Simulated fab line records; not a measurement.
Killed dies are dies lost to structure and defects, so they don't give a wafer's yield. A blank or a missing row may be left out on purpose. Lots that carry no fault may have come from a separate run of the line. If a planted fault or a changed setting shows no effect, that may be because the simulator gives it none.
Which tool is to blame? ; flow nand_harc ; 24 lots with 72 wafers sampled at 2 steps, on a route of 1302 steps

== WHAT THE GAUGES SHOWED, per wafer ==
NHARC_A_CONTACT_CD_MEAS_42: target cd 300 nm. Usual: cd_nm 300.1 nm, standard deviation 0.54.
lot;measured;on;cd_nm (nm);flag
L074;day 20 22:44;cd_sem-03;300.4 299.1 299.4;
L075;day 21 15:15;cd_sem-03;299.8 299.5 299.0;
L076;day 22 00:11;cd_sem-01;300.2 299.7 299.7;
L077;day 22 00:20;cd_sem-03;301.0 300.5 299.6;
L078;day 22 21:14;cd_sem-03;300.0 300.9 300.7;
L079;day 23 09:36;cd_sem-03;300.2 299.5 299.6;
L081;day 24 11:10;cd_sem-01;300.1 300.0 300.2;
L082;day 24 11:59;cd_sem-02;300.2 299.6 301.0;
L080;day 24 17:58;cd_sem-02;300.6 300.7 300.3;
L083;day 25 16:17;cd_sem-02;299.7 299.8 300.1;
L085;day 25 16:28;cd_sem-03;299.6 300.5 300.1;
L084;day 26 10:11;cd_sem-03;300.7 299.5 300.5;
L086;day 26 19:14;cd_sem-01;300.1 301.2 300.1;
L087;day 27 10:32;cd_sem-01;300.7 299.9 300.9;
L089;day 27 13:29;cd_sem-02;299.8 299.5 300.3;
L090;day 27 13:58;cd_sem-01;300.8 300.2 299.9;
L088;day 27 20:13;cd_sem-03;299.6 299.9 299.7;
L091;day 28 15:14;cd_sem-01;300.3 301.1 300.3;
L093;day 29 06:07;cd_sem-02;299.8 299.7 299.6;
L094;day 29 06:25;cd_sem-03;300.6 300.9 300.4;
L092;day 29 10:22;cd_sem-03;299.8 300.8 300.8;
L095;day 29 20:56;cd_sem-01;299.9 300.4 300.0;
L096;day 30 10:35;cd_sem-03;299.6 300.4 299.1;
L097;day 30 10:20;cd_sem-01;299.0 299.5 299.0;

== TOOL THAT RAN EACH LOT (tool first, then ch and the chambers of the sampled wafers, then the start) ==
lot;NHARC_A_WL_FILL_STRIP_29
L074;rie_diel-13 ch 0,1,3, day 20 09:04
L075;rie_diel-02 ch 0,1,3, day 21 00:53
L076;rie_diel-02 ch 1,3, day 21 12:10
L077;rie_diel-03 ch 0,3, day 21 12:13
L078;rie_diel-13 ch 0,1,2, day 22 05:41
L079;rie_diel-02 ch 0,1,2, day 22 21:29
L081;rie_diel-02 ch 0,3, day 23 19:26
L082;rie_diel-03 ch 1,3, day 23 19:28
L080;rie_diel-13 ch 0,2, day 23 23:12
L083;rie_diel-03 ch 0,1,2, day 25 04:10
L085;rie_diel-13 ch 1,2,3, day 25 04:33
L084;rie_diel-03 ch 1,2, day 25 22:07
L086;rie_diel-13 ch 0,1,3, day 26 07:13
L087;rie_diel-13 ch 0,3, day 26 22:28
L089;rie_diel-03 ch 0,1,2, day 27 01:36
L090;rie_diel-02 ch 0,1,2, day 27 03:11
L088;rie_diel-03 ch 2,3, day 27 04:29
L091;rie_diel-02 ch 1,2,3, day 28 01:23
L093;rie_diel-13 ch 0,1,3, day 28 18:07
L094;rie_diel-02 ch 0,1,2, day 28 19:53
L092;rie_diel-03 ch 1,2,3, day 28 20:55
L095;rie_diel-13 ch 0,1,3, day 29 08:13
L096;rie_diel-02 ch 0,1, day 29 21:14
L097;rie_diel-13 ch 0,3, day 29 21:21
- NHARC_A_WL_FILL_STRIP_29: strips in O2, time 20 s.

== WHAT THE TOOLS THEMSELVES READ (means of the sampled wafers that have a number; where no wafer has one, the mark that the record gives instead) ==
NHARC_A_WL_FILL_STRIP_29. Usual: chamber_pressure_mTorr 60.01 mTorr, standard deviation 0.051; drypump_motor_current_A 5.7 A, standard deviation 0.45; oes_product_au 1.005 a.u., standard deviation 0.013; rf_vpp_V 57.7 V, standard deviation 0.8; showerhead_plenum_p_Torr 3.45 Torr, standard deviation 0.11; throttle_valve_pct 17.037 %, standard deviation 0.0093.
lot;tool;chamber_pressure_mTorr (mTorr);drypump_motor_current_A (A);oes_product_au (a.u.);rf_vpp_V (V);showerhead_plenum_p_Torr (Torr);throttle_valve_pct (%);flag
L074;rie_diel-13;60.04;6.0;1.014;57.7;3.55;17.040;
L075;rie_diel-02;60.01;5.7;0.986;58.1;3.51;17.035;
L076;rie_diel-02;60.00;5.8;0.997;58.2;3.49;17.037;
L077;rie_diel-03;59.98;6.0;0.988;58.1;3.40;17.030;
L078;rie_diel-13;59.96;5.7;1.005;57.3;3.49;17.037;
L079;rie_diel-02;60.06;5.7;1.008;58.0;3.46;17.032;
L081;rie_diel-02;60.00;5.6;1.002;58.2;3.60;17.043;
L082;rie_diel-03;60.00;5.6;1.009;57.3;3.37;17.041;
L080;rie_diel-13;60.00;5.6;1.021;58.3;3.48;17.039;
L083;rie_diel-03;60.01;5.5;0.996;57.3;3.34;17.033;
L085;rie_diel-13;60.04;6.1;1.017;57.9;3.49;17.035;
L084;rie_diel-03;60.01;5.2;1.004;57.2;3.31;17.039;
L086;rie_diel-13;59.98;6.0;1.023;57.9;3.55;17.039;
L087;rie_diel-13;60.03;6.4;1.023;57.1;3.53;17.031;
L089;rie_diel-03;59.94;5.5;1.007;57.2;3.34;17.042;
L090;rie_diel-02;60.01;5.7;0.992;56.9;3.46;17.046;
L088;rie_diel-03;60.03;5.5;1.002;58.1;3.37;17.042;
L091;rie_diel-02;60.03;5.7;0.994;58.0;3.44;17.038;
L093;rie_diel-13;60.00;6.0;1.015;57.8;3.54;17.037;
L094;rie_diel-02;60.01;5.7;0.994;57.9;3.46;17.030;
L092;rie_diel-03;60.02;5.4;1.007;57.2;3.34;17.028;
L095;rie_diel-13;59.97;6.0;1.018;58.4;3.54;17.039;
L096;rie_diel-02;60.00;5.9;0.999;57.7;3.43;17.035;
L097;rie_diel-13;60.02;6.4;1.015;57.1;3.53;17.037;

== THE ANSWER, worked out from the rows above alone ==
Rule: a lot counts as off when the mean over its wafers that have a number is more than 3 standard deviations away from the usual mean. A lot without any number at a reading at which 4 lots or more have one is off too. Any other lot the step has rows for is counted as sound. Order of review: gauges by route order, followed by the tools' own readings, for which a lot's mean as printed above is used. At the first step where some lot is off, the reading lying furthest off is the one used; lots without a number count as furthest.
Across all readings shown, no lot is off: no conclusion can be drawn from this.

== WHAT WAS PUT IN BY THE SIMULATOR ==
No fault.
